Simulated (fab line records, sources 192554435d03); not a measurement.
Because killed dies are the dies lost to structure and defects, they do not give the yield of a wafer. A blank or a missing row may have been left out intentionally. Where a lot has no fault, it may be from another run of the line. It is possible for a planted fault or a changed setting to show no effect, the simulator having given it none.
fab line records	flow n5-finfet	part 1 of 2: steps 1 to 7 of 8
record lots=7	wafers=21	last-day=18
route steps=1938 shown BEOL_M4@1111 BEOL_M11@1575 BEOL_M15@1830 PASSIVATION@1936
lots that met no fault: taken from a fault-free run of the same line
start-h: the number of hours between the record's first day and the start of the first shown wafer of the lot	wait-h: hours elapsed since this lot's preceding step	" same as the row above	L1.1+2: a row that stands for several wafers	- no value present, or no start provided	* or withheld: withheld	< > ~ a bound
route shown NAME@n: NAME is a module with steps in the file, n the number in the route of the first one	usual: average and standard deviation across the fault-free wafers	same: alike in all rows	chamber/n: place in a boat	sites: the reading at each site	_std_site: the standard deviation of these	_edge_site: outer sites' mean less inner sites'	radius-mm: how far each site lies from the wafer's centre	mask NAME#n: copy n	behind: the most recent tool/chamber to have shaped the wafer	hold: the reason the lot was held/the length of the hold in hours/how it ended	device: whichever transistor did not switch (one of n, p or np)	end of line: tests of these same wafers at the route's end	a step without rows: its recipe alone	killed: not the wafer's yield, but the dies lost to structure and defects at the first sort	map: a wafer's dies, marking killed ones x, the rest . and places with no die _
set.NAME: the setting as run; set.NAME@STEP: as run at that earlier step	model.NAME: the simulator's own value behind a step, which no gauge read
a sample of lots followed through the steps of the route, with each step as a table and each wafer as a row
services: a tool's chamber out of use, with start hour (start-h, from the record's first day; less than 0 if before it), hours out, and reason
## steps
# step N5_BEOL_M4_RC_MEAS_101
# usual DIBL_N=35.8/1.4	DIBL_P=35.8/1.6	IOFF_N=0.152/0.021	IOFF_P=0.204/0.027	ION_N=672/8.7	ION_P=461/6.2	SS_N=71.5/0.54	SS_P=73.1/0.57	VT_N=250.0/2.5	VT_P=-250.6/2.7
lot.wafer	tool	chamber	start-h	wait-h	DIBL_N[mV/V]	DIBL_P[mV/V]	IOFF_N[nA/um]	IOFF_P[nA/um]	ION_N[uA/um]	ION_P[uA/um]	SS_N[mV/dec]	SS_P[mV/dec]	VT_N[mV]	VT_P[mV]
L954.2	prober-01	0	184.26	0.2	35.2	35.6	0.168	0.230	678	466	71.2	72.4	247.5	-248.2
L954.3	"	0	"	"	33.2	33.7	0.141	0.197	680	463	70.2	72.3	251.0	-248.5
L954.6	"	0	"	"	34.6	34.7	0.152	0.206	673	463	71.4	73.0	249.4	-247.2
L962.2	prober-02	0	233.67	0.2	37.8	39.7	0.184	0.225	672	456	71.7	73.4	248.0	-251.6
L962.3	"	0	"	"	36.7	38.3	0.150	0.195	670	455	72.2	73.2	251.5	-253.9
L962.6	"	0	"	"	36.5	38.4	0.155	0.202	665	455	72.2	73.6	248.2	-252.6
L967.3	prober-01	0	259.42	0.3	35.2	34.8	0.136	0.169	667	458	72.1	72.7	252.3	-253.7
L967.5	"	0	"	"	34.9	34.8	0.136	0.170	675	459	71.7	72.9	252.2	-257.1
L967.6	"	0	"	"	36.1	36.5	0.156	0.200	668	453	72.7	73.1	248.5	-253.7
L969.1	prober-01	0	269.51	0.0	38.6	36.3	0.179	0.204	673	459	72.2	73.7	247.4	-250.7
L969.4	"	0	"	"	38.7	37.7	0.189	0.214	679	462	71.7	73.7	246.5	-251.5
L969.6	"	0	"	"	38.4	36.6	0.187	0.213	678	456	72.4	74.0	247.7	-249.0
L974.1	prober-02	0	299.63	0.0	33.6	34.9	0.132	0.169	659	453	70.6	72.8	252.8	-251.8
L974.2	"	0	"	"	34.1	35.2	0.138	0.173	663	460	70.7	72.7	249.9	-253.6
L974.4	"	0	"	"	33.5	34.8	0.126	0.167	671	455	70.5	73.0	252.3	-254.0
L973.1	prober-02	0	302.21	0.0	34.4	32.6	0.107	0.163	665	465	71.2	72.1	252.2	-253.7
L973.3	"	0	"	"	37.6	37.1	0.159	0.227	670	465	71.1	73.9	249.6	-247.9
L973.5	"	0	"	"	36.8	35.8	0.135	0.200	660	457	72.2	73.2	253.0	-249.8
L977.4	prober-01	0	309.90	0.5	35.5	34.8	0.152	0.199	663	452	72.0	72.9	249.4	-251.6
L977.5	"	0	"	"	36.2	35.3	0.175	0.220	669	461	72.1	72.5	246.1	-247.8
L977.6	"	0	"	"	35.4	34.3	0.147	0.200	670	460	71.0	72.5	251.8	-249.4
# step N5_BEOL_M11_VIA_ETCH_34
# recipe chemistry=C4F6/O2	target=SiCOH_lowk	target-depth-a=1845	mask-material=SOC	taper-deg=4	time-s=69.2	ion-energy-ev=250	pressure-mtorr=30	source-w=345	bias-w=185	Ar_flow_sccm=300	C4F6_flow_sccm=10	O2_flow_sccm=10
# usual C4F6_flow_sccm=10.000/0.029	drypump-motor-current-A=5.8/0.35	mfc-ar-sccm=299.9/0.96	oes-product-au=0.79/0.087	rf-vpp-V=667/6.4	showerhead-plenum-p-Torr=2.83/0.098	throttle-valve-pct=20.91/0.26
lot.wafer	tool	chamber	start-h	wait-h	C4F6_flow_sccm	drypump-motor-current-A	mfc-ar-sccm	oes-product-au	rf-hours-counter-h	rf-vpp-V	showerhead-plenum-p-Torr	throttle-valve-pct
L954.2	rie-diel-03	1	244.28	0.0	9.995	5.9	299.2	0.72	218	672	2.82	20.97
L954.3	"	3	"	"	9.980	6.6	299.9	0.79	108	669	2.75	20.94
L954.6	"	2	"	"	10.066	5.3	299.7	0.91	-	677	2.90	20.84
L962.2	rie-diel-06	2	296.08	0.0	9.958	5.5	299.5	0.72	188	664	2.73	21.21
L962.3	"	3	"	"	9.977	6.4	300.7	0.68	236	673	2.70	20.67
L962.6	"	2	"	"	9.946	5.5	300.1	0.72	-	664	2.73	21.24
L967.3	rie-diel-03	2	317.50	0.0	10.017	5.3	298.8	0.86	56	678	2.89	20.87
L967.5	"	0	"	"	10.018	5.6	300.4	0.91	-	670	2.90	20.47
L967.6	"	3	"	"	10.011	6.6	300.1	0.76	-	668	2.74	20.97
L969.1	rie-diel-06	3	326.48	0.0	10.016	6.4	298.8	0.67	247	673	2.70	20.71
L969.4	"	1	"	"	9.962	5.9	298.5	0.72	-	671	2.71	21.13
L969.6	"	2	"	"	9.989	5.5	299.1	0.71	-	664	2.73	21.23
L974.1	rie-diel-06	2	359.67	0.0	10.044	5.5	300.3	0.70	213	662	2.72	21.27
L974.2	"	1	"	"	9.990	5.9	297.9	0.71	204	670	2.71	21.14
L974.4	"	1	"	"	9.995	5.9	300.3	0.71	-	670	2.71	21.15
L973.1	rie-diel-03	2	363.16	0.0	10.000	5.3	299.5	0.84	72	678	2.88	20.90
L973.3	"	3	"	"	10.034	6.6	299.0	0.75	146	668	2.73	20.98
L973.5	"	0	"	"	9.984	5.5	298.4	0.87	-	671	2.89	20.48
L977.4	rie-diel-04	2	373.14	0.0	10.016	6.0	299.0	0.87	59	666	2.88	20.84
L977.5	"	1	"	"	10.045	5.7	300.3	0.69	-	663	2.94	21.13
L977.6	"	2	"	"	10.050	6.0	299.0	0.87	-	667	2.88	20.83
# step N5_BEOL_M11_CD_MEAS_35
# recipe target-cd-nm=70	polarity=opening
# usual cd-nm=70.1/0.46
lot.wafer	tool	chamber	start-h	wait-h	cd-nm
L954.2	cd-sem-01	-	244.72	0.0	69.1
L954.3	"	-	"	"	69.4
L954.6	"	-	"	"	70.2
L962.2	cd-sem-01	-	296.52	0.0	69.6
L962.3	"	-	"	"	70.2
L962.6	"	-	"	"	69.6
L967.3	cd-sem-02	-	317.94	0.0	70.2
L967.5	"	-	"	"	69.6
L967.6	"	-	"	"	70.1
L969.1	cd-sem-01	-	326.91	0.0	69.8
L969.4	"	-	"	"	70.8
L969.6	"	-	"	"	70.8
L974.1	cd-sem-01	-	360.12	0.0	69.0
L974.2	"	-	"	"	69.6
L974.4	"	-	"	"	69.8
L973.1	cd-sem-02	-	363.61	0.0	70.8
L973.3	"	-	"	"	70.3
L973.5	"	-	"	"	70.4
L977.4	cd-sem-02	-	373.58	0.0	69.9
L977.5	"	-	"	"	69.8
L977.6	"	-	"	"	70.8
# step N5_BEOL_M11_ANNEAL_51
# recipe temp-c=225	time-s=90	ambient=N2
# usual anneal-temp-c=225.04/0.16	anneal-temp-c-max=226.26/0.27	wafer_temp_C_max=225.9/0.3
lot.wafer	tool	chamber	start-h	wait-h	anneal-temp-c	anneal-temp-c-max	wafer_temp_C_max
L954.2	rtp-anneal-02	0	247.21	0.1	224.88	226.23	225.8
L954.3	"	0	"	"	225.29	226.57	226.2
L954.6	"	0	"	"	225.13	226.14	225.7
L962.2	rtp-anneal-02	0	298.48	0.3	225.12	226.71	225.6
L962.3	"	0	"	"	225.11	226.81	225.7
L962.6	"	0	"	"	225.21	226.52	225.7
L967.3	rtp-anneal-01	0	322.93	0.4	224.92	226.02	225.9
L967.5	"	0	"	"	225.24	226.47	226.1
L967.6	"	0	"	"	224.98	226.29	226.2
L969.1	rtp-anneal-02	0	328.79	0.1	225.14	226.17	225.6
L969.4	"	0	"	"	225.06	226.14	225.7
L969.6	"	0	"	"	225.10	226.37	225.6
L974.1	rtp-anneal-01	-	362.58	0.3	-	-	-
L974.2	"	-	"	"	-	-	-
L974.4	"	-	"	"	-	-	-
L973.1	rtp-anneal-01	-	365.76	0.1	-	-	-
L973.3	"	-	"	"	-	-	-
L973.5	"	-	"	"	-	-	-
L977.4	rtp-anneal-02	-	375.12	0.2	-	-	-
L977.5	"	-	"	"	-	-	-
L977.6	"	-	"	"	-	-	-
# step N5_BEOL_M11_CMP_52
# recipe stop-on=SiCOH_lowk	t-overpolish-s=7	down-force-psi=1	platen-rpm=50	clearing-platen-down-force-psi=1.5	clearing-platen-rpm=50	post-cmp-clean=cu-alkaline	target-thk-nm=140	clearing-platen-pad-velocity-m-s=0.99484	pad-velocity-m-s=0.99484
# usual barrier-field-endpoint-s=28.6/0.61	motor-current-A=6.0/0.77	overpolish-run-s=7.000/0.0086	time-to-endpoint-s=64.5/2.3
lot.wafer	tool	chamber	start-h	wait-h	barrier-field-endpoint-s	motor-current-A	overpolish-run-s	time-to-endpoint-s
L954.3	cmp-02	0	247.50	0.2	28.9	6.6	7.013	70.3
L954.2	"	1	"	"	28.0	7.3	6.993	66.8
L954.6	"	0	"	"	28.8	6.7	6.996	69.4
L962.3	cmp-04	1	298.80	0.2	28.3	6.2	6.985	63.9
L962.2	"	2	"	"	27.8	5.5	6.993	62.2
L962.6	"	3	"	"	28.2	4.7	6.986	60.9
L967.3	cmp-04	0	323.14	0.2	27.0	4.3	6.979	62.6
L967.5	"	0	"	"	27.5	4.6	6.994	62.7
L967.6	"	1	"	"	28.4	6.7	6.987	65.7
L969.4	cmp-02	1	329.26	0.3	28.4	7.7	6.991	65.8
L969.1	"	2	"	"	28.6	6.4	7.010	69.1
L969.6	"	1	"	"	28.9	7.2	7.004	65.6
L974.4	cmp-03	1	362.87	0.1	33.8	5.6	6.996	87.6
L974.2	"	2	"	"	33.4	5.8	6.989	86.3
L974.1	"	0	"	"	33.4	6.4	6.997	85.8
L973.3	cmp-04	2	366.09	0.2	33.2	5.1	6.990	85.8
L973.1	"	0	"	"	34.1	4.4	6.998	86.2
L973.5	"	1	"	"	33.8	6.8	7.005	86.8
L977.4	cmp-02	3	375.32	0.2	33.5	6.4	6.999	86.5
L977.6	"	2	"	"	34.7	6.2	6.987	85.5
L977.5	"	3	"	"	34.6	6.4	7.003	86.0
# step N5_BEOL_M11_DEP_56
# recipe material=SiCN	target-thk-a=300	temp-c=withheld	precursor=3MS/NH3	pressure-torr=3	rf-w=675	time-s=10.5
# usual showerhead-plenum-p-Torr=4.146/0.024	throttle-valve-pct=17.9/1.4
lot.wafer	tool	chamber	start-h	wait-h	showerhead-plenum-p-Torr	since-wet-clean-h	throttle-valve-pct
L954.2	pecvd-01	0	247.82	0.0	4.113	1133	20.5
L954.3	"	1	"	"	4.128	1858	16.8
L954.6	"	2	"	"	4.157	-	17.7
L962.2	pecvd-01	1	299.09	0.0	4.136	1909	17.2
L962.3	"	0	"	"	4.108	1184	20.4
L962.6	"	0	"	"	4.117	-	20.5
L967.3	pecvd-03	0	323.49	0.0	4.146	1027	18.5
L967.5	"	0	"	"	4.151	-	18.6
L967.6	"	1	"	"	4.166	-	19.5
L969.1	pecvd-01	0	329.58	0.0	4.116	1215	20.5
L969.4	"	1	"	"	4.134	-	17.1
L969.6	"	0	"	"	4.122	-	20.5
L974.1	pecvd-01	2	363.23	0.0	4.154	494	18.1
L974.2	"	0	"	"	4.112	1248	20.3
L974.4	"	2	"	"	4.163	-	17.9
L973.1	pecvd-01	0	366.41	0.0	4.122	1252	20.5
L973.3	"	1	"	"	4.131	1977	16.8
L973.5	"	1	"	"	4.136	-	16.9
L977.4	pecvd-04	2	375.66	0.0	4.123	-	16.5
L977.5	"	0	"	"	4.142	-	17.4
L977.6	"	1	"	"	4.195	-	17.4
# step N5_BEOL_M15_RC_MEAS_101
# usual COMB_M10=1.42e-11/3e-12	COMB_M11=1.42e-11/2.9e-12	COMB_M11_max_site=2e-11/4.7e-12	COMB_M12=6.2e-12/1.3e-12	COMB_M13=4.5e-12/1.1e-12	COMB_M14=3.3e-12/6.4e-13	COMB_M15=2.2e-12/5.1e-13	COMB_M5=3.7e-11/8.3e-12	COMB_M6=2.5e-11/5.4e-12	COMB_M7=2.6e-11/5.5e-12	COMB_M8=2.5e-11/5.4e-12	COMB_M9=1.5e-11/3e-12	SERP_M10=3.08/0.066	SERP_M10_max_site=3.17/0.077	SERP_M11=3.06/0.075	SERP_M12=0.644/0.016	SERP_M13=0.309/0.0051	SERP_M14=0.160/0.0034	SERP_M5=38.1/1.3	SERP_M6=13.8/0.39	SERP_M7=13.8/0.53	SERP_M8=13.8/0.41	SERP_M9=3.05/0.065	SERP_M9_max_site=3.14/0.081
lot.wafer	tool	chamber	start-h	wait-h	COMB_M10[S/m]	COMB_M11[S/m]	COMB_M11_max_site[S/m]	COMB_M12[S/m]	COMB_M13[S/m]	COMB_M14[S/m]	COMB_M15[S/m]	COMB_M5[S/m]	COMB_M6[S/m]	COMB_M7[S/m]	COMB_M8[S/m]	COMB_M9[S/m]	SERP_M10[ohm/um]	SERP_M10_max_site[ohm/um]	SERP_M11[ohm/um]	SERP_M12[ohm/um]	SERP_M13[ohm/um]	SERP_M14[ohm/um]	SERP_M5[ohm/um]	SERP_M6[ohm/um]	SERP_M7[ohm/um]	SERP_M8[ohm/um]	SERP_M9[ohm/um]	SERP_M9_max_site[ohm/um]
L954.2	prober-01	0	275.93	0.2	1.34e-11	1.27e-11	1.9e-11	5.9e-12	6.2e-12	3.2e-12	2.1e-12	3e-11	2.6e-11	2.2e-11	2.2e-11	1.6e-11	3.06	3.26	3.18	0.631	0.312	0.152	34.9	13.7	14.3	14.0	3.01	3.15
L954.3	"	0	"	"	1.09e-11	1.42e-11	1.8e-11	7.1e-12	3.2e-12	3.2e-12	2.5e-12	4.4e-11	2.4e-11	2.9e-11	2e-11	1.9e-11	3.14	3.33	3.12	0.643	0.306	0.160	36.1	13.5	13.4	14.8	3.10	3.18
L954.6	"	0	"	"	1.54e-11	1.05e-11	1.9e-11	7.6e-12	4.5e-12	2.7e-12	1.7e-12	3e-11	2.9e-11	2.5e-11	2.6e-11	1.5e-11	3.01	3.06	3.01	0.653	0.313	0.156	36.8	14.2	13.3	13.7	3.02	3.08
L962.2	prober-02	0	319.92	0.4	1.2e-11	1.31e-11	1.6e-11	7.2e-12	4.9e-12	3.7e-12	1.9e-12	3.9e-11	1.7e-11	1.9e-11	2.3e-11	1.1e-11	3.14	3.16	3.16	0.650	0.311	0.160	38.2	13.4	13.2	13.5	3.14	3.28
L962.3	"	0	"	"	2.02e-11	1.44e-11	2.2e-11	5.5e-12	4.3e-12	2.6e-12	2.9e-12	4e-11	2.4e-11	2.4e-11	2.4e-11	1.1e-11	3.12	3.14	3.04	0.655	0.314	0.156	38.4	13.9	13.7	14.3	3.09	3.14
L962.6	"	0	"	"	1.34e-11	1.21e-11	1.7e-11	6.4e-12	3.8e-12	3.6e-12	2.2e-12	3.2e-11	2.9e-11	2.6e-11	2.7e-11	1.3e-11	3.17	3.26	3.17	0.659	0.315	0.157	38.3	13.5	13.9	13.4	3.10	3.18
L967.3	prober-01	0	349.09	0.3	9.2e-12	1.17e-11	1.5e-11	8.3e-12	3e-12	3.5e-12	3.2e-12	3.9e-11	2.4e-11	3.6e-11	1.8e-11	1.5e-11	3.05	3.25	3.04	0.618	0.315	0.166	36.8	14.2	13.4	13.2	3.00	3.08
L967.5	"	0	"	"	1.28e-11	8.5e-12	1.1e-11	6.2e-12	4.1e-12	4.1e-12	3e-12	3.6e-11	2.4e-11	3.6e-11	2.1e-11	1.6e-11	3.07	3.14	3.04	0.636	0.315	0.165	38.2	14.8	13.3	13.3	3.02	3.13
L967.6	"	0	"	"	1.49e-11	1.2e-11	1.7e-11	6.7e-12	5.1e-12	2.9e-12	2.9e-12	3.4e-11	3.2e-11	3.7e-11	2.1e-11	1.2e-11	3.01	3.17	3.13	0.625	0.305	0.163	36.9	14.3	13.6	13.5	3.00	3.13
L969.1	prober-01	0	353.61	0.0	1.7e-11	1.91e-11	2.8e-11	7.3e-12	3.8e-12	4e-12	1.3e-12	5.4e-11	2.2e-11	1.7e-11	2.4e-11	1.6e-11	3.09	3.26	3.05	0.631	0.309	0.161	35.4	13.8	13.6	13.9	2.92	2.99
L969.4	"	0	"	"	1.66e-11	1.6e-11	2.2e-11	4.7e-12	6e-12	3.7e-12	3.4e-12	5.6e-11	2.2e-11	2.3e-11	2.2e-11	1e-11	3.06	3.08	3.06	0.665	0.323	0.158	37.4	13.4	14.1	13.8	3.05	3.13
L969.6	"	0	"	"	1.48e-11	1.5e-11	2.2e-11	4.9e-12	4.3e-12	3.7e-12	2.3e-12	5.6e-11	2.7e-11	1.7e-11	2.4e-11	1.3e-11	3.06	3.13	3.12	0.647	0.314	0.163	37.2	13.6	13.7	14.3	3.03	3.09
L974.1	prober-01	0	390.14	0.0	2.23e-11	1.4e-11	2.8e-11	6.2e-12	5.5e-12	2.7e-12	2.4e-12	3e-11	3.1e-11	2.5e-11	2.9e-11	1.8e-11	3.09	3.26	3.22	0.630	0.309	0.162	37.3	13.9	14.9	14.3	3.12	3.18
L974.2	"	0	"	"	1.94e-11	~0.0014286	~0.0014286	4.9e-12	3.8e-12	2.5e-12	2.5e-12	2.7e-11	2.1e-11	2.4e-11	2.4e-11	1.2e-11	3.15	3.32	3.14	0.630	0.303	0.157	39.5	13.9	14.4	14.0	3.04	3.11
L974.4	"	0	"	"	1.43e-11	~0.0014286	~0.0014286	5.3e-12	5.4e-12	3.1e-12	3.1e-12	3.8e-11	3.5e-11	2.3e-11	3.3e-11	1.2e-11	3.14	3.25	3.08	0.648	0.313	0.166	37.1	13.7	14.5	13.7	3.07	3.13
L973.1	prober-01	0	391.44	0.0	1.93e-11	1.19e-11	1.6e-11	6.4e-12	6.2e-12	3.3e-12	1.8e-12	5e-11	2.2e-11	2.6e-11	2.7e-11	1.3e-11	3.06	3.10	2.97	0.655	0.317	0.155	38.7	13.9	13.8	13.8	3.06	3.23
L973.3	"	0	"	"	1.79e-11	2.36e-11	~0.0014286	8.6e-12	5.2e-12	4.4e-12	2.5e-12	3.9e-11	2.6e-11	1.7e-11	3.2e-11	1.2e-11	3.07	3.15	3.19	0.640	0.316	0.159	36.3	13.8	14.7	14.0	3.00	3.14
L973.5	"	0	"	"	1.43e-11	1.31e-11	~0.0014286	7.5e-12	6.1e-12	3e-12	2.1e-12	2.5e-11	2.9e-11	2.6e-11	1.9e-11	1.6e-11	3.12	3.17	3.00	0.647	0.320	0.157	40.3	13.6	13.5	14.0	3.11	3.21
L977.4	prober-01	0	405.16	0.5	1.41e-11	1.37e-11	~0.0014286	5.8e-12	4e-12	3.4e-12	1.9e-12	3.5e-11	2.9e-11	2.9e-11	3.1e-11	2e-11	3.07	3.10	2.92	0.617	0.303	0.164	38.3	13.5	13.3	13.4	3.11	3.15
L977.5	"	0	"	"	1.69e-11	1.47e-11	~0.0014286	6.2e-12	3.5e-12	2.9e-12	1.6e-12	2.9e-11	3.5e-11	1.9e-11	2.7e-11	1.7e-11	3.00	3.09	3.16	0.656	0.308	0.161	38.0	13.3	13.6	14.0	3.04	3.11
L977.6	"	0	"	"	1.46e-11	1.69e-11	~0.0014286	7.5e-12	4.5e-12	3.4e-12	1.8e-12	2.7e-11	3e-11	3.4e-11	3.1e-11	2.4e-11	2.94	3.03	2.97	0.641	0.310	0.157	39.7	13.7	14.0	13.0	3.00	3.08
# sites COMB_M11 radius-mm=0,75,75,75,75,140,140,140,140
L954.2 1.23e-11 1.27e-11 1.91e-11 1.66e-11 1.27e-11 1.75e-11 1.32e-11 7.2e-12 1.01e-11
L962.2 1.08e-11 1.22e-11 1.55e-11 8.5e-12 1.33e-11 1.31e-11 1.63e-11 1.34e-11 1.04e-11
L967.3 9.3e-12 9.8e-12 1.43e-11 1.08e-11 1.17e-11 1.23e-11 1.53e-11 8.3e-12 1.44e-11
L969.1 2.32e-11 1.18e-11 2.03e-11 1.91e-11 1.96e-11 1.6e-11 1.77e-11 1.11e-11 2.81e-11
L974.1 1.46e-11 1.7e-11 1.4e-11 2.76e-11 1.17e-11 2.2e-11 1.05e-11 1.25e-11 1.4e-11
L973.1 9.4e-12 1.19e-11 1.62e-11 1.26e-11 8.8e-12 1.45e-11 1.03e-11 1.39e-11 1.16e-11
## key
first-sign step=N5_BEOL_M11_ANNEAL_51	reading=tool-record	direction=missing
effect step=N5_BEOL_M11_CMP_52	reading=time-to-endpoint-s	direction=up	sigmas=9.5	usual=*	struck=*
effect step=N5_BEOL_M15_RC_MEAS_101	reading=COMB_M11	direction=up	sigmas=99+	usual=1.42e-11	struck=~0.00031746	wafers-moved=3
effect step=N5_PASSIVATION_PROBE_49	reading=killed_at_M4_up	direction=up	sigmas=64	usual=13	struck=359	wafers-moved=7
more-kills-born-at N5_BEOL_M11_CMP_52@cmp-02=1306	N5_BEOL_M11_CMP_52@cmp-04=1011	N5_BEOL_M11_CMP_52@cmp-03=812
met-at N5_BEOL_M11_ANNEAL_51
struck-lots L973,L974,L977
not-acting-at N5_BEOL_M11_VIA_ETCH_34,N5_BEOL_M11_CD_MEAS_35,N5_BEOL_M11_DEP_56
onset-between 328.79 362.58
fault kind=skipped-step-whole	tool=rtp-anneal-01,rtp-anneal-02	chamber=-	onset-h=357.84	steps=N5_BEOL_M11_ANNEAL_51	scope=struck-lots-only
